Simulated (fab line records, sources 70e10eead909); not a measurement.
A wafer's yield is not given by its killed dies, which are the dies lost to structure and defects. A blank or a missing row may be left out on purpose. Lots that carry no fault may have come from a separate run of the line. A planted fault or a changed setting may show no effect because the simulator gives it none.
Chamber matching | flow nand-harc | cmp-03 running NHARC_A_CONTACT_CMP_20: 4 sister chambers
The step polishes, t overpolish 30 s, target thk 300 nm. 8 wafers are shown with their chamber, then 7 later ones without.

== WAFERS, EACH WITH ITS CHAMBER ==
wafer  | chamber | motor-current-A (A) | time-to-endpoint-s (s)
L081.2 | 2       | 11.2                | 59
L081.3 | 3       | 12.6                | 63
L078.3 | 3       | 12.6                | 60
L078.6 | 0       | 10.8                | 61
L086.5 | 2       | 11.3                | 60
L086.6 | 1       | 11.5                | 63
L092.2 | 0       | 11.5                | 62
L092.4 | 1       | 12.1                | 61

== WAFERS WHOSE CHAMBER IS MISSING ==
wafer  | motor-current-A (A) | time-to-endpoint-s (s)
L092.5 | 11.8                | 61
L091.1 | 11.2                | 60
L091.3 | 12.0                | 58
L091.4 | 11.2                | 64
L096.1 | 12.4                | 62
L096.3 | 11.4                | 62
L096.4 | 11.7                | 64

== THE CHAMBER EACH PASSED THROUGH ==
wafer  | from the rows above               | in truth
L092.5 | can't be placed: 1 or 2 or 0 or 3 | 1
L091.1 | can't be placed: 2 or 0 or 1      | 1
L091.3 | can't be placed: 2 or 1 or 3 or 0 | 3
L091.4 | can't be placed: 0 or 1 or 2      | 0
L096.1 | can't be placed: 3 or 1           | 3
L096.3 | can't be placed: 0 or 1 or 2      | 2
L096.4 | can't be placed: 1 or 0 or 3      | 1
Correctly placed: 0 of 7. These rows do not allow placing 7 (true chamber among the candidates in 7). Wrongly placed: 0.
How it was worked out, from the rows above alone: a wafer's distance from a chamber is the root of the sum, over the readings, of the square of ((its reading less the chamber's mean) divided by the reading's scatter). The wafer belongs to the nearest chamber; if the next one is less than 2 further off, it can't be placed. Each chamber's mean is taken over the wafers shown for it. The scatter: the root of (the sum of the squares of (reading less its chamber's mean) over the shown wafers, divided by (wafers less chambers)).
